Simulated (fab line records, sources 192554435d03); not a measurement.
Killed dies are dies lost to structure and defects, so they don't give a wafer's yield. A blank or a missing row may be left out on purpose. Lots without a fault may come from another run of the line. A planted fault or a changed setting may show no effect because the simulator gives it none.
Chamber matching | flow n5_finfet | N5_BEOL_M11_STRIP_36 on rie_diel-02: 4 sister chambers
The step strips in N2/H2. 18 wafers are shown with their chamber, then 9 later ones without.

WAFERS WITH THEIR CHAMBER
wafer  | chamber | drypump_motor_current_A (A) | showerhead_plenum_p_Torr (Torr) | throttle_valve_pct (%)
L075.1 | 0       | 5.3                         | 2.54                            | 24.15
L075.3 | 1       | 4.9                         | 2.40                            | 23.18
L075.4 | 2       | 6.1                         | 2.33                            | 23.92
L076.2 | 0       | 5.3                         | 2.54                            | 24.15
L076.3 | 1       | 4.9                         | 2.39                            | 23.18
L076.5 | 2       | 6.1                         | 2.33                            | 23.89
L077.2 | 2       | 6.1                         | 2.33                            | 23.91
L077.5 | 0       | 5.3                         | 2.54                            | 24.16
L077.6 | 3       | 5.6                         | 2.66                            | 23.38
L082.3 | 1       | 4.9                         | 2.39                            | 23.18
L082.4 | 2       | 6.0                         | 2.32                            | 23.93
L082.6 | 3       | 5.6                         | 2.66                            | 23.44
L083.2 | 0       | 5.3                         | 2.53                            | 24.21
L083.4 | 2       | 6.1                         | 2.32                            | 23.87
L083.5 | 1       | 4.9                         | 2.39                            | 23.18
L090.1 | 0       | 5.3                         | 2.53                            | 24.23
L090.4 | 3       | 5.6                         | 2.65                            | 23.49
L090.6 | 0       | 5.3                         | 2.53                            | 24.19

SIGNATURES (means of the wafers above)
reading                  | chamber 0 | chamber 1 | chamber 2 | chamber 3 | scatter within a chamber
drypump_motor_current_A  | 5.300     | 4.900     | 6.080     | 5.600     | 0.0239
showerhead_plenum_p_Torr | 2.5350    | 2.3925    | 2.3260    | 2.6567    | 0.00542
throttle_valve_pct       | 24.1817   | 23.1800   | 23.9040   | 23.4367   | 0.0317
Rule: a wafer's distance from a chamber is the root of the sum, over the readings, of the square of ((its reading less the chamber's mean) divided by the reading's scatter). The wafer belongs to the nearest chamber; if the next one is less than 2 further off, it can't be placed. The scatter: the root of (the sum of the squares of (reading less its chamber's mean) over the shown wafers, divided by (wafers less chambers)).

WAFERS WITHOUT THEIR CHAMBER
wafer  | drypump_motor_current_A (A) | showerhead_plenum_p_Torr (Torr) | throttle_valve_pct (%)
L093.3 | 5.3                         | 2.53                            | 24.20
L093.4 | 6.1                         | 2.32                            | 23.93
L093.5 | 5.7                         | 2.65                            | 23.46
L094.1 | 5.6                         | 2.65                            | 23.46
L094.4 | 6.1                         | 2.31                            | 23.97
L094.6 | 5.6                         | 2.65                            | 23.49
L097.3 | 5.3                         | 2.52                            | 24.19
L097.4 | 6.0                         | 2.31                            | 23.98
L097.6 | 4.9                         | 2.70                            | 23.03

WHICH CHAMBER EACH WENT THROUGH
wafer  | from the rows above | in truth
L093.3 | 0                   | 0
L093.4 | 2                   | 2
L093.5 | 3                   | 3
L094.1 | 3                   | 3
L094.4 | 2                   | 2
L094.6 | 3                   | 3
L097.3 | 0                   | 0
L097.4 | 2                   | 2
L097.6 | 3                   | 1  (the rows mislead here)
Placed correctly: 8 of 9. Can't be placed from these rows: 0. Placed wrongly: 1.
